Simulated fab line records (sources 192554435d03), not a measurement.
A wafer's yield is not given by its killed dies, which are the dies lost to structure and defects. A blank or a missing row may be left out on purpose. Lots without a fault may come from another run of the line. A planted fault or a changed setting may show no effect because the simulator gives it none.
fab line records -- flow n5Finfet
record: lots: 10, wafers: 30, lastDay: 17
route steps=1938 shown BEOL_M14@1750 PAD_METAL@1896 PASSIVATION@1906
lots that met no fault: taken from a fault-free run of the same line
startH: start of the lot's first displayed wafer, in hours after the record's first day -- waitH: hours elapsed since this lot's preceding step -- " the same as in the row above -- L1.1+2: a row that stands for several wafers -- - either no value or no given start -- * or withheld: withheld -- < > ~ a bound
route shown NAME@n: names a module that has steps shown in the file, with the first one's number in the route -- usual: mean/standard deviation taken from wafers without a fault -- same: alike in all rows -- chamber/n: place in a boat -- sites: the reading at each site -- _std_site: standard deviation across them -- _edge_site: mean of outer sites minus mean of inner sites -- radiusMm: how far each site lies from the wafer's centre -- mask NAME#n: copy n -- behind: the last tool/chamber to shape the wafer -- hold: what put the lot on hold/how long, in hours/how the hold closed -- device: which transistor (n, p or np) failed to switch -- end of line: the route-end tests of the same wafers -- for a step that has no rows: nothing shown but its recipe -- killed: not the wafer's yield, but the dies lost to structure and defects at the first sort -- map: per-die view of a wafer (x killed, . not killed, _ where there is no die)
set.NAME: the setting as run; set.NAME@STEP: as run at that earlier step -- model.NAME: the simulator's own value behind a step, which no gauge read
one table for each step of the route and one row for each wafer, over a sample of lots
services: from which hour (startH, from the record's first day; less than 0 if before it) a tool's chamber was out of use, for how many hours, and why
== steps ==
step: N5_BEOL_M14_ETCH_67
recipe: chemistry: CF4, target: SiARC, targetDepthA: 1430, timeS: 238.3, ionEnergyEv: 80, pressureMtorr: 40, sourceW: 545, biasW: 36, Ar_flow_sccm: 100, cf4FlowSccm: 100, ends: cleared
usual: drypumpMotorCurrentA: 5.7/0.46, etchRfOnTimeS: 237/5, oesProductAu: 0.69/0.056, rfFwdPowerW: 543.1/1.6, rfVppV: 184.1/1.2, showerheadPlenumPTorr: 2.15/0.076, throttleValvePct: 15.56/0.24
lot.wafer,tool,chamber,startH,waitH,drypumpMotorCurrentA,etchRfOnTimeS,oesProductAu,rfFwdPowerW,rfHoursCounterH,rfVppV,showerheadPlenumPTorr,throttleValvePct
L671.3,rieDiel-04,1,255.28,0.0,5.9,236,0.68,544.7,105,182.2,2.07,15.70
L671.4,rieDiel-04,0,255.28,0.0,5.0,241,0.60,545.5,244,183.0,2.02,15.75
L671.6,rieDiel-04,3,255.28,0.0,5.0,229,0.70,542.2,-,184.4,2.16,15.61
L673.4,rieDiel-02,1,256.02,0.0,5.9,233,0.60,542.2,221,182.3,2.04,15.79
L673.5,rieDiel-02,2,256.02,0.0,5.6,231,0.74,543.3,-,185.2,2.25,15.67
L673.6,rieDiel-02,1,256.02,0.0,5.9,235,0.60,542.2,-,182.4,2.04,15.79
L672.3,rieDiel-04,1,263.16,0.0,5.9,238,0.68,541.5,108,182.1,2.07,15.69
L672.4,rieDiel-04,3,263.16,0.0,5.0,231,0.70,543.3,90,183.9,2.16,15.62
L672.6,rieDiel-04,3,263.16,0.0,5.0,230,0.70,544.2,-,184.9,2.16,15.59
L675.2,rieDiel-02,0,280.67,0.0,6.8,239,0.78,545.9,16,185.8,2.27,15.07
L675.3,rieDiel-02,1,280.67,0.0,5.9,234,0.59,542.1,229,182.5,2.04,15.78
L675.5,rieDiel-02,2,280.67,0.0,5.6,232,0.73,544.8,-,185.6,2.25,15.69
L678.2,rieDiel-04,2,283.89,0.0,6.0,232,0.72,542.3,81,184.5,2.15,15.26
L678.3,rieDiel-04,3,283.89,0.0,5.0,231,0.69,543.7,97,184.6,2.15,15.63
L678.5,rieDiel-04,1,283.89,0.0,5.9,239,0.67,543.0,-,184.5,2.06,15.71
L680.2,rieDiel-02,3,311.30,0.0,5.4,238,0.66,542.4,123,184.6,2.15,15.58
L680.4,rieDiel-02,1,311.30,0.0,5.9,235,0.59,541.8,241,181.8,2.03,15.82
L680.6,rieDiel-02,0,311.30,0.0,6.8,239,0.76,542.1,-,186.5,2.27,15.10
L687.1,rieDiel-02,3,339.29,0.0,5.3,233,0.65,542.6,131,185.4,2.15,15.60
L687.2,rieDiel-02,0,339.29,0.0,6.8,238,0.75,540.9,39,186.6,2.27,15.12
L687.4,rieDiel-02,3,339.29,0.0,5.3,238,0.65,540.0,-,184.4,2.15,15.61
L690.1,rieDiel-02,0,365.33,0.0,6.8,238,0.74,544.4,48,185.6,2.26,15.13
L690.2,rieDiel-02,1,365.33,0.0,5.9,229,0.86,543.8,1,183.8,2.28,15.33
L690.3,rieDiel-02,3,365.33,0.0,5.3,236,0.66,542.6,142,181.9,2.15,15.61
L691.2,rieDiel-05,2,379.80,0.0,5.8,239,0.71,542.8,69,183.6,2.09,15.42
L691.4,rieDiel-05,1,379.80,0.0,5.9,245,0.63,543.5,136,183.7,2.15,15.33
L691.6,rieDiel-05,3,379.80,0.0,5.7,239,0.68,543.2,-,182.0,2.07,15.88
L693.4,rieDiel-05,2,384.96,0.1,5.8,240,0.70,546.5,-,184.5,2.09,15.42
L693.5,rieDiel-05,3,384.96,0.1,5.7,241,0.67,542.8,-,183.7,2.07,15.91
L693.6,rieDiel-05,0,384.96,0.1,5.7,247,0.61,541.4,-,185.5,2.20,15.80
step: N5_PASSIVATION_AL_DEP_21
recipe: material: Al, targetThkA: 28000, tempC: 400, timeS: 170, powerW: 30000, chamberPressurePa: 0.4, gas: Ar
usual: chamberPressurePa: 0.4001/0.0008, throttleValvePct: 30.1/1
lot.wafer,tool,chamber,startH,waitH,chamberPressurePa,throttleValvePct
L671.3,pvdSputter-03,-,273.99,0.1,0.4012,30.3
L671.4,pvdSputter-03,-,273.99,0.1,0.3997,29.6
L671.6,pvdSputter-03,-,273.99,0.1,0.4009,30.3
L672.3,pvdSputter-02,-,281.41,0.1,0.3999,31.0
L672.4,pvdSputter-02,-,281.41,0.1,0.4006,31.4
L672.6,pvdSputter-02,-,281.41,0.1,0.3989,29.9
L673.4,pvdSputter-02,-,281.95,0.1,0.4003,30.0
L673.5,pvdSputter-02,-,281.95,0.1,0.4007,31.7
L673.6,pvdSputter-02,-,281.95,0.1,0.4001,29.9
L675.2,pvdSputter-02,-,298.41,0.1,0.4004,31.1
L675.3,pvdSputter-02,-,298.41,0.1,0.4004,31.1
L675.5,pvdSputter-02,-,298.41,0.1,0.4010,31.0
L678.2,pvdSputter-02,-,303.17,0.1,0.3999,31.1
L678.3,pvdSputter-02,-,303.17,0.1,0.4015,31.4
L678.5,pvdSputter-02,-,303.17,0.1,0.3994,29.8
L680.2,pvdSputter-03,-,330.33,0.1,0.3996,30.2
L680.4,pvdSputter-03,-,330.33,0.1,0.4011,28.2
L680.6,pvdSputter-03,-,330.33,0.1,0.4004,29.6
L687.1,pvdSputter-03,-,355.41,0.1,0.3986,27.7
L687.2,pvdSputter-03,-,355.41,0.1,0.4005,29.4
L687.4,pvdSputter-03,-,355.41,0.1,0.3997,29.8
L690.1,pvdSputter-01,-,382.62,0.1,0.3986,29.9
L690.2,pvdSputter-01,-,382.62,0.1,0.4005,31.2
L690.3,pvdSputter-01,-,382.62,0.1,0.3996,29.6
L691.2,pvdSputter-03,-,398.57,0.1,0.4004,30.3
L691.4,pvdSputter-03,-,398.57,0.1,0.4001,29.2
L691.6,pvdSputter-03,-,398.57,0.1,0.3997,27.8
L693.4,pvdSputter-03,-,406.79,0.1,0.3988,30.2
L693.5,pvdSputter-03,-,406.79,0.1,0.4007,28.0
L693.6,pvdSputter-03,-,406.79,0.1,0.4010,29.8
step: N5_PASSIVATION_OVL_MEAS_63
recipe: pointsPerWafer: 44
usual: PAD_OVL: -1/5.1
lot.wafer,tool,chamber,startH,waitH,PAD_OVL[nm]
L671.3,overlay-02,0,274.49,0.0,-5
L671.4,overlay-02,0,274.49,0.0,-6
L671.6,overlay-02,0,274.49,0.0,0
L672.3,overlay-02,0,281.91,0.0,0
L672.4,overlay-02,0,281.91,0.0,1
L672.6,overlay-02,0,281.91,0.0,-5
L673.4,overlay-01,0,282.58,0.0,-10
L673.5,overlay-01,0,282.58,0.0,-3
L673.6,overlay-01,0,282.58,0.0,-7
L675.2,overlay-02,0,299.04,0.0,-1
L675.3,overlay-02,0,299.04,0.0,-1
L675.5,overlay-02,0,299.04,0.0,-4
L678.2,overlay-02,0,303.67,0.0,2
L678.3,overlay-02,0,303.67,0.0,-5
L678.5,overlay-02,0,303.67,0.0,0
L680.2,overlay-02,0,330.83,0.0,2
L680.4,overlay-02,0,330.83,0.0,2
L680.6,overlay-02,0,330.83,0.0,-8
L687.1,overlay-01,0,356.04,0.0,2
L687.2,overlay-01,0,356.04,0.0,-10
L687.4,overlay-01,0,356.04,0.0,-14
L690.1,overlay-02,0,383.25,0.0,3
L690.2,overlay-02,0,383.25,0.0,4
L690.3,overlay-02,0,383.25,0.0,3
L691.2,overlay-02,0,399.07,0.0,-4
L691.4,overlay-02,0,399.07,0.0,-3
L691.6,overlay-02,0,399.07,0.0,0
L693.4,overlay-02,0,407.43,0.0,0
L693.5,overlay-02,0,407.43,0.0,-3
L693.6,overlay-02,0,407.43,0.0,8
step: N5_PASSIVATION_STRIP_48
recipe: chemistry: O2, powerW: 600, tempC: 60, pressureMtorr: 30, rfFrequencyHz: 6e+07, biasPowerW: 0, overashFraction: 0.5, o2FlowSccm: 225
usual: drypumpMotorCurrentA: 5.7/0.46, oesProductAu: 0.81/0.07, rfVppV: 3.6/2.3, showerheadPlenumPTorr: 2.12/0.078, throttleValvePct: 16.60/0.24
lot.wafer,tool,chamber,startH,waitH,drypumpMotorCurrentA,oesProductAu,rfHoursCounterH,rfVppV,showerheadPlenumPTorr,throttleValvePct
L671.3,rieDiel-05,1,276.98,0.1,6.0,0.78,102,3.2,2.12,16.31
L671.4,rieDiel-05,0,276.98,0.1,5.7,0.76,162,2.5,2.17,16.63
L671.6,rieDiel-05,2,276.98,0.1,5.8,0.86,-,1.8,2.06,16.47
L672.3,rieDiel-05,0,284.88,0.1,5.7,0.72,165,0,2.17,16.69
L672.4,rieDiel-05,2,284.88,0.1,5.9,0.85,36,0,2.06,16.50
L672.6,rieDiel-05,0,284.88,0.1,5.7,0.74,-,1.5,2.17,16.77
L673.4,rieDiel-02,1,285.31,0.1,5.9,0.68,231,2.1,1.98,16.77
L673.5,rieDiel-02,0,285.31,0.1,6.8,0.90,-,2.9,2.24,16.19
L673.6,rieDiel-02,1,285.31,0.1,6.0,0.70,-,5.0,1.98,16.81
L675.2,rieDiel-02,2,301.86,0.1,5.6,0.85,86,2.7,2.21,16.75
L675.3,rieDiel-02,3,301.86,0.1,5.3,0.76,118,6.6,2.11,16.72
L675.5,rieDiel-02,3,301.86,0.1,5.3,0.77,-,3.5,2.12,16.66
L678.2,rieDiel-04,0,306.45,0.1,5.0,0.97,6,0,2.24,16.38
L678.3,rieDiel-04,2,306.45,0.1,6.0,0.86,91,1.6,2.11,16.48
L678.5,rieDiel-04,2,306.45,0.1,6.0,0.82,-,5.4,2.11,16.39
L680.2,rieDiel-04,0,333.28,0.1,5.1,0.96,17,1.5,2.23,16.39
L680.4,rieDiel-04,1,333.28,0.1,5.9,0.76,129,5.2,2.03,16.84
L680.6,rieDiel-04,1,333.28,0.1,5.9,0.78,-,3.8,2.03,16.93
L687.1,rieDiel-04,1,358.51,0.1,5.8,0.76,140,1.9,2.03,16.85
L687.2,rieDiel-04,3,358.51,0.1,5.0,0.78,125,3.2,2.11,16.76
L687.4,rieDiel-04,0,358.51,0.1,5.1,0.88,27,4.5,2.23,16.44
L690.1,rieDiel-04,2,386.50,0.1,6.0,0.78,118,0,2.10,16.31
L690.2,rieDiel-04,3,386.50,0.1,5.0,0.77,135,6.8,2.10,16.78
L690.3,rieDiel-04,1,386.50,0.1,5.8,0.76,148,3.5,2.02,16.94
L691.2,rieDiel-04,1,404.34,0.1,5.8,0.74,157,2.1,2.02,16.96
L691.4,rieDiel-04,2,404.34,0.1,6.0,0.78,-,0.4,2.10,16.37
L691.6,rieDiel-04,1,404.34,0.1,5.8,0.74,-,3.2,2.02,16.93
L693.4,rieDiel-05,3,410.95,0.1,5.7,0.78,117,1.2,2.02,16.97
L693.5,rieDiel-05,0,410.95,0.1,5.7,0.69,-,0,2.15,16.81
L693.6,rieDiel-05,1,410.95,0.1,5.9,0.77,-,3.7,2.10,16.42
step: N5_PASSIVATION_PROBE_49
usual: defectLimitedYield: 91.3/1.3, killed_at_M0_to_M3: 32/11, killed_at_M4_up: 15/5.6, killedAtContacts: 12/6, killedAtFrontEnd: 40/11, killedAtOther: 3.5/2.6, killedDies: 102/15, killedOpen: 67/12, killedShort: 34/7.3, sort_bin_5_function: 5.1/0.85, sort_bin_6_memory: 3.2/0.61, sortNPass: 1078/15, sortYieldPct: 91.3/1.3
same: grossDies: 1180, killedAtBackSide: 0, sort_bin_4_leakage[%]: 0, sort_bin_8_speed[%]: 0
lot.wafer,tool,chamber,startH,waitH,defectLimitedYield[%],killed_at_M0_to_M3,killed_at_M4_up,killedAtContacts,killedAtFrontEnd,killedAtOther,killedDies,killedOpen,killedShort,sort_bin_5_function[%],sort_bin_6_memory[%],sortNPass,sortYieldPct[%]
L672.3,prober-02,-,287.91,0.6,91.4,42,14,5,37,3,101,61,39,4.5,3.7,1079,91.4
L672.4,prober-02,-,287.96,0.6,90.2,42,23,10,36,5,116,71,45,5.9,3.6,1064,90.2
L672.6,prober-02,-,288.06,0.7,91.9,43,14,11,26,2,96,60,36,4.7,3.2,1084,91.9
L673.4,prober-02,-,288.26,0.5,92.7,27,8,11,38,2,86,49,37,4.9,2.1,1094,92.7
L673.5,prober-02,-,288.31,0.5,93.2,26,9,8,35,2,80,55,22,4.0,2.5,1100,93.2
L673.6,prober-02,-,288.36,0.6,92.9,28,14,5,37,0,84,61,21,4.3,2.5,1096,92.9
L678.2,prober-02,-,308.99,0.1,90.3,23,27,13,49,2,114,76,38,6.4,2.9,1066,90.3
L678.3,prober-02,-,309.04,0.1,91.7,18,17,17,42,4,98,71,27,4.7,3.3,1082,91.7
L678.5,prober-02,-,309.14,0.2,91.9,21,20,6,39,9,95,65,30,5.3,2.6,1085,91.9
L680.2,prober-02,-,335.83,0.1,91.8,24,21,12,34,6,97,63,29,4.2,3.4,1083,91.8
L680.4,prober-02,-,335.93,0.2,93.0,24,20,7,32,0,83,41,33,4.0,2.6,1097,93.0
L680.6,prober-02,-,336.03,0.3,92.5,33,15,7,32,1,88,51,35,4.2,2.8,1092,92.5
L687.1,prober-02,-,361.00,0.0,80.7,30,160,9,24,5,228,51,27,12.3,3.6,952,80.7
L687.2,prober-02,-,361.05,0.1,91.4,35,25,9,27,6,102,65,35,4.6,3.4,1078,91.4
L687.4,prober-02,-,361.15,0.2,79.4,25,184,12,17,5,243,57,24,12.5,4.7,937,79.4
L690.1,prober-02,-,389.00,0.0,92.4,39,12,10,29,0,90,60,29,4.4,2.8,1090,92.4
L690.2,prober-02,-,389.05,0.1,91.3,28,7,24,43,1,103,74,29,5.1,3.6,1077,91.3
L690.3,prober-02,-,389.10,0.1,79.9,16,164,22,32,3,237,52,33,12.8,3.5,943,79.9
L691.2,prober-01,-,406.89,0.1,91.1,46,20,6,25,8,105,61,42,5.7,3.2,1075,91.1
L691.4,prober-01,-,406.99,0.2,90.6,50,18,5,33,5,111,64,47,5.5,3.6,1069,90.6
L691.6,prober-01,-,407.09,0.3,90.8,50,16,9,31,2,108,61,46,5.3,3.5,1072,90.8
L693.4,prober-02,-,413.61,0.2,92.7,22,6,28,29,1,86,66,20,4.6,2.6,1094,92.7
L693.5,prober-02,-,413.66,0.2,92.2,28,8,27,28,1,92,68,24,3.3,4.3,1088,92.2
L693.6,prober-02,-,413.71,0.3,91.4,29,12,21,34,5,101,73,28,4.9,3.1,1079,91.4
killed by level:class
L672.3 FIN_SAQP:geometricParticle:short=13 BEOL_M1:geometricParticle:open=10 FIN_SAQP:geometricParticle:open=7 BEOL_M1:geometricParticle:short=7 BEOL_M4:geometricParticle:open=7 BEOL_M0_SAQP:geometricParticle:short=6 BEOL_M3:geometricParticle:open=6 MOL_CONTACT_COAG:geometricParticle:open=5
L672.4 BEOL_M4:geometricParticle:open=12 BEOL_M0_SAQP:geometricParticle:open=11 BEOL_M0_SAQP:geometricParticle:short=10 FIN_SAQP:geometricParticle:short=9 MOL_CONTACT_COAG:geometricParticle:open=9 BEOL_M2:geometricParticle:open=9 STI_FIN_REVEAL:geometricParticle:open=7 BEOL_M1:geometricParticle:open=6
L672.6 BEOL_M2:geometricParticle:open=11 BEOL_M0_SAQP:geometricParticle:short=10 BEOL_M0_SAQP:geometricParticle:open=9 MOL_CONTACT_COAG:geometricParticle:open=8 BEOL_M1:geometricParticle:open=7 DUMMY_GATE:geometricParticle:open=6 FIN_SAQP:geometricParticle:short=5 FIN_SAQP:geometricParticle:open=4
L673.4 BEOL_M0_SAQP:geometricParticle:short=9 STI_FIN_REVEAL:geometricParticle:open=8 FIN_SAQP:geometricParticle:short=7 MOL_CONTACT_COAG:geometricParticle:open=7 BEOL_M0_SAQP:geometricParticle:open=6 BEOL_M1:geometricParticle:open=5 ILD0:geometricParticle:short=4 MOL_CONTACT_COAG:geometricParticle:short=4
L673.5 STI_FIN_REVEAL:geometricParticle:open=12 BEOL_M1:geometricParticle:open=10 MOL_CONTACT_COAG:geometricParticle:open=7 BEOL_M2:geometricParticle:open=5 STARTING-WAFER:geometricParticle:short=4 FIN_SAQP:geometricParticle:short=3 ILD0:geometricParticle:short=3 BEOL_M0_SAQP:geometricParticle:short=3
L673.6 STI_FIN_REVEAL:geometricParticle:open=11 BEOL_M1:geometricParticle:open=8 FIN_SAQP:geometricParticle:open=6 BEOL_M4:geometricParticle:open=6 MOL_CONTACT_COAG:geometricParticle:open=5 BEOL_M0_SAQP:geometricParticle:open=5 BEOL_M2:geometricParticle:open=5 STARTING-WAFER:geometricParticle:open=4
L678.2 STI_FIN_REVEAL:geometricParticle:open=22 MOL_CONTACT_COAG:geometricParticle:open=10 GATE_CUT:geometricParticle:short=9 BEOL_M4:geometricParticle:open=9 BEOL_M1:geometricParticle:open=5 STI_FIN_REVEAL:geometricParticle:short=4 BEOL_M5:geometricParticle:open=4 BEOL_M0_SAQP:geometricParticle:open=4
L678.3 MOL_CONTACT_COAG:geometricParticle:open=16 STI_FIN_REVEAL:geometricParticle:open=13 FIN_SAQP:geometricParticle:open=10 BEOL_M2:geometricParticle:open=9 BEOL_M4:geometricParticle:open=8 STI_FIN_REVEAL:geometricParticle:short=7 FIN_SAQP:geometricParticle:short=3 GATE_CUT:geometricParticle:short=3
L678.5 STI_FIN_REVEAL:geometricParticle:open=11 FIN_SAQP:geometricParticle:open=9 BEOL_M4:geometricParticle:open=7 FIN_SAQP:geometricParticle:short=6 MOL_CONTACT_COAG:geometricParticle:open=5 BEOL_M2:geometricParticle:short=5 BEOL_M0_SAQP:geometricParticle:short=4 BEOL_M1:geometricParticle:open=4
L680.2 MOL_CONTACT_COAG:geometricParticle:open=11 FIN_SAQP:geometricParticle:short=9 BEOL_M0_SAQP:geometricParticle:open=9 BEOL_M3:geometricParticle:open=8 BEOL_M4:geometricParticle:open=6 FIN_SAQP:geometricParticle:open=4 BEOL_M4:geometricParticle:short=4 PASS1_CAP:geometricParticle:open=4
L680.4 FIN_SAQP:geometricParticle:short=12 BEOL_M4:geometricParticle:open=6 BEOL_M0_SAQP:geometricParticle:short=6 BEOL_M0_SAQP:geometricParticle:open=6 FIN_SAQP:geometricParticle:open=5 MOL_CONTACT_COAG:geometricParticle:open=5 BEOL_M3:geometricParticle:open=5 STARTING-WAFER:geometricParticle:short=5
L680.6 FIN_SAQP:geometricParticle:short=12 BEOL_M3:geometricParticle:open=10 BEOL_M0_SAQP:geometricParticle:short=9 BEOL_M4:geometricParticle:open=8 BEOL_M0_SAQP:geometricParticle:open=7 ILD0:geometricParticle:open=5 FIN_SAQP:geometricParticle:open=4 MOL_CONTACT_COAG:geometricParticle:short=4
L687.1 BEOL_M14:unspecified=150 BEOL_M0_SAQP:geometricParticle:open=10 MOL_CONTACT_COAG:geometricParticle:open=8 FIN_SAQP:geometricParticle:short=6 FIN_SAQP:geometricParticle:open=6 BEOL_M1:geometricParticle:short=5 BEOL_M0_SAQP:geometricParticle:short=4 BEOL_M4:geometricParticle:open=4
L687.2 BEOL_M4:geometricParticle:open=19 BEOL_M0_SAQP:geometricParticle:short=14 BEOL_M0_SAQP:geometricParticle:open=10 MOL_CONTACT_COAG:geometricParticle:open=8 GATE_CUT:geometricParticle:short=7 GATE_CUT:geometricParticle:open=7 PASS1_CAP:geometricParticle:open=3 FIN_SAQP:geometricParticle:open=3
L687.4 BEOL_M14:unspecified=161 BEOL_M4:geometricParticle:open=13 MOL_CONTACT_COAG:geometricParticle:open=8 DUMMY_GATE:geometricParticle:open=5 BEOL_M0_SAQP:geometricParticle:open=5 BEOL_M1:geometricParticle:open=5 FIN_SAQP:geometricParticle:open=4 MOL_CONTACT_COAG:geometricParticle:short=4
L690.1 FIN_SAQP:geometricParticle:open=10 BEOL_M3:geometricParticle:open=8 BEOL_M1:geometricParticle:open=8 BEOL_M2:geometricParticle:open=8 MOL_CONTACT_COAG:geometricParticle:open=7 BEOL_M2:geometricParticle:short=6 BEOL_M1:geometricParticle:short=5 BEOL_M4:geometricParticle:open=5
L690.2 MOL_CONTACT_COAG:geometricParticle:open=17 BEOL_M3:geometricParticle:open=12 FIN_SAQP:geometricParticle:open=10 STI_FIN_REVEAL:geometricParticle:open=7 MOL_CONTACT_COAG:geometricParticle:short=7 GATE_CUT:geometricParticle:short=5 BEOL_M2:geometricParticle:open=4 STARTING-WAFER:geometricParticle:open=4
L690.3 BEOL_M14:unspecified=150 MOL_CONTACT_COAG:geometricParticle:open=11 MOL_CONTACT_COAG:geometricParticle:short=11 FIN_SAQP:geometricParticle:short=8 STI_FIN_REVEAL:geometricParticle:open=6 FIN_SAQP:geometricParticle:open=4 BEOL_M1:geometricParticle:open=4 BEOL_M2:geometricParticle:open=4
L691.2 BEOL_M0_SAQP:geometricParticle:open=12 BEOL_M0_SAQP:geometricParticle:short=11 BEOL_M4:geometricParticle:open=9 BEOL_M1:geometricParticle:short=8 MOL_CONTACT_COAG:geometricParticle:open=6 BEOL_M3:geometricParticle:open=5 GATE_CUT:geometricParticle:short=4 MIM_TOP:geometricParticle:short=4
L691.4 BEOL_M0_SAQP:geometricParticle:open=11 BEOL_M0_SAQP:geometricParticle:short=9 BEOL_M3:geometricParticle:open=8 BEOL_M1:geometricParticle:short=7 FIN_SAQP:geometricParticle:open=6 BEOL_M4:geometricParticle:open=6 DUMMY_GATE:geometricParticle:open=5 GATE_CUT:geometricParticle:short=5
L691.6 BEOL_M1:geometricParticle:open=11 BEOL_M0_SAQP:geometricParticle:open=11 BEOL_M0_SAQP:geometricParticle:short=11 FIN_SAQP:geometricParticle:open=8 BEOL_M1:geometricParticle:short=8 BEOL_M4:geometricParticle:short=7 MOL_CONTACT_COAG:geometricParticle:open=5 BEOL_M4:geometricParticle:open=5
L693.4 MOL_CONTACT_COAG:geometricParticle:open=21 BEOL_M2:geometricParticle:open=8 MOL_CONTACT_COAG:geometricParticle:short=7 BEOL_M1:geometricParticle:open=6 ILD0:geometricParticle:open=5 BEOL_M0_SAQP:geometricParticle:open=4 STI_FIN_REVEAL:geometricParticle:open=3 DUMMY_GATE:geometricParticle:open=3
L693.5 MOL_CONTACT_COAG:geometricParticle:open=23 STI_FIN_REVEAL:geometricParticle:open=6 BEOL_M3:geometricParticle:open=6 FIN_SAQP:geometricParticle:short=5 BEOL_M0_SAQP:geometricParticle:open=5 BEOL_M2:geometricParticle:open=5 BEOL_M1:geometricParticle:open=4 MOL_CONTACT_COAG:geometricParticle:short=4
L693.6 MOL_CONTACT_COAG:geometricParticle:open=16 BEOL_M2:geometricParticle:open=9 STI_FIN_REVEAL:geometricParticle:open=8 BEOL_M0_SAQP:geometricParticle:open=7 FIN_SAQP:geometricParticle:open=5 FIN_SAQP:geometricParticle:short=5 DUMMY_GATE:geometricParticle:open=5 MOL_CONTACT_COAG:geometricParticle:short=5
== services ==
tool,chamber,startH,hours,kind
rieDiel-04,0,233.87,4.2,repair
rieDiel-04,2,248.81,4.0,repair
rieDiel-04,0,271.54,-,clean
rieDiel-04,0,271.54,-,consumableReplace:focusRing
rieDiel-04,0,271.54,-,consumableReplace:showerhead
rieDiel-04,0,271.54,20.0,scheduledDown
rieDiel-04,0,271.54,20.0,ventCycle
rieDiel-04,1,302.10,15.4,repair
rieDiel-02,1,334.44,8.8,repair
rieDiel-02,1,343.50,-,clean
rieDiel-02,1,343.50,-,consumableReplace:focusRing
rieDiel-02,1,343.50,-,consumableReplace:showerhead
rieDiel-02,1,343.50,16.8,scheduledDown
rieDiel-02,1,343.50,16.8,ventCycle
rieDiel-02,0,357.09,4.7,repair
pvdSputter-01,-,363.97,1.3,repair
pvdSputter-02,-,372.77,2.3,repair
rieDiel-05,-,378.36,0.1,repair
rieDiel-05,1,381.56,7.5,repair
rieDiel-02,-,390.87,14.6,pm
rieDiel-04,3,399.56,6.7,repair
== key ==
firstSign: step: N5_PASSIVATION_PROBE_49, reading: killed_at_M4_up, direction: up, sigmas: 28, usual: 15, struck: 169
effect: step: N5_PASSIVATION_PROBE_49, reading: defectLimitedYield, direction: down, sigmas: 8.7, usual: 91.3, struck: 80.0
moreKillsBornAt: N5_BEOL_M14_ETCH_67@rieDiel-02: 461
metAt N5_BEOL_M14_ETCH_67
struckLots L687,L690
struckWafers L687.1,L687.4,L690.3
notActingAt N5_PASSIVATION_AL_DEP_21,N5_PASSIVATION_OVL_MEAS_63,N5_PASSIVATION_STRIP_48
onsetBetween 311.30 339.29
fault: kind: chamberParticleSource, tool: rieDiel-02, chamber: 3, onsetH: 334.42, steps: N5_BEOL_M14_ETCH_67, ratePerVisitCm2: 1.6254, endH: 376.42
